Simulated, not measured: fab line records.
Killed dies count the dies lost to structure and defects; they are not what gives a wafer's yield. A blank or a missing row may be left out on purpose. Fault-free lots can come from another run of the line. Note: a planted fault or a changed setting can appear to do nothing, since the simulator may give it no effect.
Which tool is to blame? | flow nand harc | Sampling: 14 lots, 42 wafers, 5 of 1159 route steps

WHAT THE GAUGES SHOWED, per wafer
NHARC_THIN_TSV_CD_MEAS_12: the cd target is 1000 nm. Usual: cd nm 1000.7 nm, standard deviation 1.2.
lot  | measured     | on        | cd nm (nm)           | flag
L123 | day 19 11:12 | cd sem-03 | 999.3 999.8 1000.4   |
L122 | day 19 12:33 | cd sem-03 | 999.9 1000.4 1001.1  |
L125 | day 19 13:37 | cd sem-01 | 1000.2 1000.6 999.6  |
L126 | day 19 14:58 | cd sem-01 | 998.4 1000.0 999.8   |
L124 | day 19 16:04 | cd sem-03 | 1001.9 1002.0 1001.2 |
L127 | day 20 04:46 | cd sem-03 | 1000.8 998.8 1001.1  |
L128 | day 20 12:15 | cd sem-02 | 1000.7 1002.5 1002.8 |
L129 | day 20 05:49 | cd sem-02 | 1001.0 999.5 999.4   |
L132 | day 20 23:27 | cd sem-02 | 1000.3 1000.9 999.0  |
L131 | day 21 00:37 | cd sem-03 | 1000.0 1000.6 1001.6 |
L133 | day 21 18:08 | cd sem-02 | 1001.7 1000.1 999.2  |
L142 | day 22 15:56 | cd sem-02 | 1002.3 1001.9 1001.6 |
L139 | day 23 12:04 | cd sem-02 | 1001.2 1001.3 1000.4 |
L145 | day 25 05:28 | cd sem-01 | 1001.4 1002.6 1001.2 |

NHARC_END_SORT_01. Usual: killed at array 28, standard deviation 10; killed at other 0.6, standard deviation 0.85; killed at periphery 3.3, standard deviation 2.3; killed dies 32, standard deviation 11; killed open 3.3, standard deviation 1.5; killed short 2.1, standard deviation 1.4.
lot  | measured     | on        | killed at array | killed at other | killed at periphery | killed dies | killed open | killed short | flag
L132 | day 21 14:31 | prober-01 | 13 10 63        | 0 2 0           | 4 7 5               | 17 19 68    | 3 2 4       | 1 3 2        |
L133 | day 22 10:47 | prober-01 | 72 23 35        | 0 0 2           | 4 5 4               | 76 28 41    | 3 3 4       | 2 1 2        |

WHICH TOOL RAN EACH LOT (tool, then ch and the chambers of the sampled wafers, then the start)
lot  | NHARC_A_CHANNEL_FILL_D1_ETCHBACK_20 | NHARC_THIN_TSV_ETCH_15           | NHARC_THIN_TSV_STRIP_45
L123 | rie diel-02 ch 1,2,3, day 10 02:20  | rie si-01 ch 0,1, day 19 12:01   | plasma asher-01 ch 0,1, day 19 12:13
L122 | rie diel-03 ch 1,2,3, day 10 08:58  | rie si-04 ch 1,2,3, day 19 13:23 | plasma asher-01 ch 0,1, day 19 13:38
L125 | rie diel-07 ch 2,3, day 10 08:59    | rie si-01 ch 1,2,3, day 19 14:27 | plasma asher-01 ch 0,1, day 19 14:43
L126 | rie diel-07 ch 0,1,2, day 10 12:07  | rie si-04 ch 0,2,3, day 19 15:56 | plasma asher-01 ch 0,1, day 19 16:12
L124 | rie diel-03 ch 1,2, day 10 12:09    | rie si-03 ch 1,2,3, day 19 17:01 | plasma asher-01 ch 0,1, day 19 18:08
L127 | rie diel-03 ch 2,3, day 10 17:35    | rie si-03 ch 0,1, day 20 05:35   | plasma asher-02 ch 0,1, day 20 05:50
L128 | rie diel-03 ch 1,3, day 11 03:23    | rie si-01 ch 2,3, day 20 13:05   | plasma asher-02 ch 0,1, day 20 13:21
L129 | rie diel-07 ch 0,1,2, day 11 08:54  | rie si-04 ch 0,1,3, day 20 06:38 | plasma asher-01 ch 1, day 20 07:01
L132 | rie diel-07 ch 0,1,2, day 12 05:14  | rie si-01 ch 0,1,3, day 21 00:16 | plasma asher-02 ch 0,1, day 21 00:29
L131 | rie diel-03 ch 0,2,3, day 12 05:17  | rie si-04 ch 1,2,3, day 21 01:30 | plasma asher-02 ch 0,1, day 21 01:44
L133 | rie diel-07 ch 1,2, day 12 18:49    | rie si-01 ch 1,3, day 21 18:58   | plasma asher-01 ch 1, day 21 19:39
L142 | rie diel-03 ch 0,1,3, day 14 12:26  | rie si-04 ch 0,1,2, day 22 16:46 | plasma asher-02 ch 0,1, day 22 17:01
L139 | rie diel-03 ch 0,1,3, day 14 16:22  | rie si-01 ch 2,3, day 23 12:53   | plasma asher-01 ch 0,1, day 23 13:14
L145 | rie diel-07 ch 0,1,3, day 15 06:21  | rie si-01 ch 0,1,2, day 25 06:18 | plasma asher-02 ch 0,1, day 25 06:32
- NHARC_A_CHANNEL_FILL_D1_ETCHBACK_20: etches the open film in C4F8/O2/Ar, target depth 27 nm, time 13.5 s.
- NHARC_THIN_TSV_ETCH_15: target depth 3000 nm, bosch target overetch cycles 2, bosch etch step 2.8 s.
- NHARC_THIN_TSV_STRIP_45: strips in O2.

AS READ BY THE TOOLS THEMSELVES (means over the sampled wafers that have a number; for cases with no such wafer, the mark the record gives instead)
NHARC_A_CHANNEL_FILL_D1_ETCHBACK_20. Usual: oes product au 0.97 a.u., standard deviation 0.034; rf vpp V 978 V, standard deviation 6.
lot  | tool        | oes product au (a.u.) | rf vpp V (V) | flag
L123 | rie diel-02 | 1.00                  | 979          |
L122 | rie diel-03 | 0.99                  | 975          |
L125 | rie diel-07 | 0.92                  | 983          |
L126 | rie diel-07 | 1.00                  | 980          |
L124 | rie diel-03 | 0.99                  | 974          |
L127 | rie diel-03 | 1.00                  | 980          |
L128 | rie diel-03 | 0.98                  | 970          |
L129 | rie diel-07 | 1.00                  | 980          |
L132 | rie diel-07 | 1.00                  | 979          |
L131 | rie diel-03 | 1.00                  | 978          |
L133 | rie diel-07 | 1.00                  | 981          |
L142 | rie diel-03 | 0.92                  | 974          |
L139 | rie diel-03 | 0.98                  | 974          |
L145 | rie diel-07 | 1.00                  | 979          |

NHARC_THIN_TSV_ETCH_15. Usual: drypump motor current A 5.7 A, standard deviation 0.35.
lot  | tool      | drypump motor current A (A) | flag
L123 | rie si-01 | 5.3                         |
L122 | rie si-04 | 6.0                         |
L125 | rie si-01 | 5.7                         |
L126 | rie si-04 | 6.0                         |
L124 | rie si-03 | 5.7                         |
L127 | rie si-03 | 5.6                         |
L128 | rie si-01 | 5.8                         |
L129 | rie si-04 | 5.7                         |
L132 | rie si-01 | 5.4                         |
L131 | rie si-04 | 6.0                         |
L133 | rie si-01 | 5.6                         |
L142 | rie si-04 | 5.7                         |
L139 | rie si-01 | 5.8                         |
L145 | rie si-01 | 5.5                         |

NHARC_THIN_TSV_STRIP_45. Usual: drypump motor current A 5.6 A, standard deviation 0.49; heater power w 348 W, standard deviation 39.
lot  | tool            | drypump motor current A (A) | heater power w (W) | flag
L123 | plasma asher-01 | 5.4                         | 353                |
L122 | plasma asher-01 | 5.2                         | 380                |
L125 | plasma asher-01 | 5.2                         | 371                |
L126 | plasma asher-01 | 5.4                         | 354                |
L124 | plasma asher-01 | 5.4                         | 352                |
L127 | plasma asher-02 | 6.1                         | 310                |
L128 | plasma asher-02 | 6.1                         | 318                |
L129 | plasma asher-01 | 5.0                         | 404                |
L132 | plasma asher-02 | 6.2                         | 324                |
L131 | plasma asher-02 | 6.1                         | 312                |
L133 | plasma asher-01 | 4.9                         | 406                |
L142 | plasma asher-02 | 6.2                         | 327                |
L139 | plasma asher-01 | 5.5                         | 349                |
L145 | plasma asher-02 | 6.1                         | 324                |

THE ANSWER, worked out from the rows above alone
Rule: a lot counts as off when the mean over its wafers that have a number is more than 3 standard deviations away from the usual mean. A lot without any number at a reading at which 4 lots or more have one is off too. The other lots that the step has rows for count as sound. The gauges are gone through in route order, then the tools' own readings, and for those a lot's mean is taken as printed above. At the first step where some lot is off, the reading lying furthest off is the one used; lots without a number count as furthest.
None of the lots is off at any reading shown; this tells nothing.

WHAT HAD BEEN PUT IN BY THE SIMULATOR
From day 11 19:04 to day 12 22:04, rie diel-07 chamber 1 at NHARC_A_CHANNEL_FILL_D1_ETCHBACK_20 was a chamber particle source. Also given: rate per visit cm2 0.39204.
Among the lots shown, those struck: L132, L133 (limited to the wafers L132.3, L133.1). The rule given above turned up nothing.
